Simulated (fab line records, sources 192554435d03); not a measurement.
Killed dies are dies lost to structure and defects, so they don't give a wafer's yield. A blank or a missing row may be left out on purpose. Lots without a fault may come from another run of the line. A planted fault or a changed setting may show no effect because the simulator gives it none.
Split-lot experiment | flow n5_finfet | 7 lots, 39 wafers read, on a route of 1938 steps

THE SPLIT
At N5_GATE_CUT_EXPOSE_10 (exposes mask GATE CUT, target cd 20 nm), the setting dose_mj was moved away from the recipe's 43.25 on 9 of the 39 wafers read, by +3.8% to +6.9%. The other wafers ran this setting at the recipe's value.

FROM THE SPLIT TO THE READING: what the file shows between them, 2 steps
- N5_GATE_CUT_PEB_11: peb time 60 s
- N5_GATE_CUT_DEVELOP_12: develop time 30 s

THE READING
cd_nm, in nm, at N5_GATE_CUT_CD_MEAS_13 (target cd 20 nm). Fault-free wafers of this fab line usually give 19.95 nm, standard deviation 0.27 nm.

wafer  | tool, chamber at the split | dose_mj as run | against the recipe | cd_nm, nm | against lot-mates on the recipe
L074.1 | euv_scanner-01, 0          | 43.25          | recipe             | 19.98     | -
L074.2 | euv_scanner-01, 0          | 43.25          | recipe             | 19.71     | -
L074.3 | euv_scanner-01, 0          | 44.9           | +3.8%              | 20.60     | +0.72
L074.4 | euv_scanner-01, 0          | 43.25          | recipe             | 19.96     | -
L074.5 | euv_scanner-01, 0          | 44.9           | +3.8%              | 20.72     | +0.84
L074.6 | euv_scanner-01, 0          | 44.9           | +3.8%              | 20.44     | +0.56
L079.1 | euv_scanner-01, 0          | 43.25          | recipe             | 19.78     | -
L079.2 | euv_scanner-01, 0          | 43.25          | recipe             | 19.80     | -
L079.3 | euv_scanner-01, 0          | 43.25          | recipe             | 19.77     | -
L079.4 | euv_scanner-01, 0          | 43.25          | recipe             | 19.63     | -
L079.5 | euv_scanner-01, 0          | 43.25          | recipe             | 19.88     | -
L079.6 | euv_scanner-01, 0          | 43.25          | recipe             | 19.76     | -
L080.1 | euv_scanner-01, 0          | 43.25          | recipe             | 20.14     | -
L080.2 | euv_scanner-01, 0          | 43.25          | recipe             | 20.05     | -
L080.3 | euv_scanner-01, 0          | 43.25          | recipe             | 20.05     | -
L080.4 | euv_scanner-01, 0          | 43.25          | recipe             | 19.86     | -
L080.5 | euv_scanner-01, 0          | 43.25          | recipe             | 19.77     | -
L080.6 | euv_scanner-01, 0          | 43.25          | recipe             | 20.19     | -
L085.1 | euv_scanner-02, 0          | 46.22          | +6.9%              | 21.16     | +1.18
L085.2 | euv_scanner-02, 0          | 43.25          | recipe             | 19.50     | -
L085.3 | euv_scanner-02, 0          | 46.22          | +6.9%              | 21.22     | +1.24
L085.4 | euv_scanner-02, 0          | 43.25          | recipe             | 20.14     | -
L085.5 | euv_scanner-02, 0          | 46.22          | +6.9%              | 21.07     | +1.09
L085.6 | euv_scanner-02, 0          | 43.25          | recipe             | 20.29     | -
L089.2 | euv_scanner-01, 0          | 43.25          | recipe             | 19.81     | -
L089.3 | euv_scanner-01, 0          | 43.25          | recipe             | 19.82     | -
L089.5 | euv_scanner-01, 0          | 43.25          | recipe             | 20.09     | -
L093.1 | euv_scanner-02, 0          | 43.25          | recipe             | 19.99     | -
L093.2 | euv_scanner-02, 0          | 44.94          | +3.9%              | 20.64     | +0.56
L093.3 | euv_scanner-02, 0          | 43.25          | recipe             | 19.90     | -
L093.4 | euv_scanner-02, 0          | 44.94          | +3.9%              | 21.07     | +0.99
L093.5 | euv_scanner-02, 0          | 44.94          | +3.9%              | 20.74     | +0.66
L093.6 | euv_scanner-02, 0          | 43.25          | recipe             | 20.36     | -
L097.1 | euv_scanner-02, 0          | 43.25          | recipe             | 19.78     | -
L097.2 | euv_scanner-02, 0          | 43.25          | recipe             | 19.88     | -
L097.3 | euv_scanner-02, 0          | 43.25          | recipe             | 19.71     | -
L097.4 | euv_scanner-02, 0          | 43.25          | recipe             | 20.10     | -
L097.5 | euv_scanner-02, 0          | 43.25          | recipe             | 19.88     | -
L097.6 | euv_scanner-02, 0          | 43.25          | recipe             | 20.11     | -

THE FIT
A straight line over all 39 wafers: cd_nm changes by +0.187 nm for each +1% of dose_mj; r = +0.91; the points scatter about the line by 0.19 nm.
The same after taking each lot's own level away (the mean of its wafers on the recipe; 39 wafers): +0.176 nm for each +1%; r = +0.92; scatter 0.17 nm.
On that fit, the largest move of dose_mj shifts the reading by 1.2 nm.
The lots' own levels span 19.770 to 20.083 nm, that is 1.2 times the standard deviation above.
So the lot-to-lot level changes the slope little: the two slopes agree.
Check: with one of the wafers moved furthest among these (+6.9%) left out of the fit, the line predicts +1.22 nm for it against its lot-mates. It came out at +1.18 nm against them.

OTHER SPLITS ON THESE WAFERS
These wafers also went through other splits before the reading. Each is held against what the fit with the lots' levels taken away leaves over:
other split on the same wafers  | wafers away from the commonest value | r with cd_nm (lot level and that fit taken away)
N5_DUMMY_GATE_EXPOSE_12 dose_mj | 18                                   | -0.16
N5_GATE_CUT_ETCH_56 icp_w       | 12                                   | -0.12

THE WHOLE CHAIN: every reading that the file lists as answering this split, in the file's order
step                   | what it does                                         | reading                                                         | change (the file's fit)               | r (the file's)
N5_GATE_CUT_CD_MEAS_13 | target cd 20 nm                                      | cd_nm                                                           | +0.177 nm for each +1% of the setting | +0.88
N5_GATE_CUT_DESCUM_18  | chemistry O2, time 7 s                               | GATE_CUT.cd_nm (the simulator's own value, which no gauge read) | +0.186 nm for each +1% of the setting | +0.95
N5_GATE_CUT_ETCH_36    | etches SiARC in CF4, target depth 13 nm, time 21.7 s | GATE_CUT.cd_nm (the simulator's own value, which no gauge read) | +0.185 nm for each +1% of the setting | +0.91

THE FILE'S OWN FIT
cd_nm changes by +0.177 nm for each +1% of dose_mj, r = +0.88.
